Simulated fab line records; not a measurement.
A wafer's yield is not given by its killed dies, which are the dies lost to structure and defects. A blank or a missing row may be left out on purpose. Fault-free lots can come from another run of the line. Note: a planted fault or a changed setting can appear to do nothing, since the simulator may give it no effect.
Chamber matching ; flow n5-finfet ; uv-cure-02 running N5_BEOL_M7_CURE_75: 3 sister chambers
The step cures SiCOH lowk, time 120 s. 20 wafers are shown with their chamber, then 10 later ones without.

== WAFERS, EACH WITH ITS CHAMBER ==
wafer;chamber;wafer_temp_C_max;lamp-power-pct (%)
L077.1;1;371.3;52.26
L077.3;1;371.1;52.30
L077.4;1;371.3;52.22
L077.2;1;371.3;52.33
L077.5;1;371.3;52.25
L077.6;1;371.0;52.32
L079.1;2;370.9;52.32
L079.3;2;370.8;52.23
L079.5;2;370.8;52.32
L082.1;0;371.3;52.24
L082.2;0;371.3;52.29
L082.3;0;370.9;52.30
L083.1;1;371.1;52.25
L083.2;1;371.0;52.37
L083.6;1;371.5;52.34
L083.3;1;371.4;52.30
L083.4;1;371.1;52.21
L083.5;1;371.2;52.30
L085.2;1;371.8;52.35
L085.4;1;371.5;52.37

SIGNATURES (means of the wafers above)
reading;chamber 0;chamber 1;chamber 2;scatter within a chamber
wafer_temp_C_max;371.167;371.279;370.833;0.211
lamp-power-pct;52.2767;52.2979;52.2900;0.0507
Rule: a wafer lies at a distance from a chamber equal to the root of the sum of squares, over the readings, of (its reading less the chamber's mean, divided by the reading's scatter). The wafer belongs to the nearest chamber; if the next one is less than 2 further off, it can't be placed. The scatter is the square root of a quotient: the sum, over the shown wafers, of each reading's squared deviation from its chamber's mean, divided by wafers minus chambers.

== WAFERS MISSING THEIR CHAMBER ==
wafer;wafer_temp_C_max;lamp-power-pct (%)
L085.5;371.3;52.42
L090.2;371.2;52.36
L090.5;371.5;52.23
L090.6;371.5;52.26
L093.2;371.5;52.23
L093.4;370.9;52.25
L093.5;371.1;52.37
L096.2;370.8;52.30
L096.4;371.2;52.21
L096.5;371.0;52.26

== EACH ONE'S CHAMBER ==
wafer;from the rows above;in truth
L085.5;can't be placed: 1 or 0 or 2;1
L090.2;can't be placed: 1 or 0 or 2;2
L090.5;can't be placed: 1 or 0 or 2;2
L090.6;can't be placed: 1 or 0 or 2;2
L093.2;can't be placed: 1 or 0 or 2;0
L093.4;can't be placed: 2 or 0 or 1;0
L093.5;can't be placed: 1 or 0 or 2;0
L096.2;can't be placed: 2 or 0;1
L096.4;can't be placed: 0 or 1 or 2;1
L096.5;can't be placed: 0 or 2 or 1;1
0 of 10 placed correctly. Not placeable from these rows: 10 (in 9, the candidates include the true chamber). 0 placed wrongly.
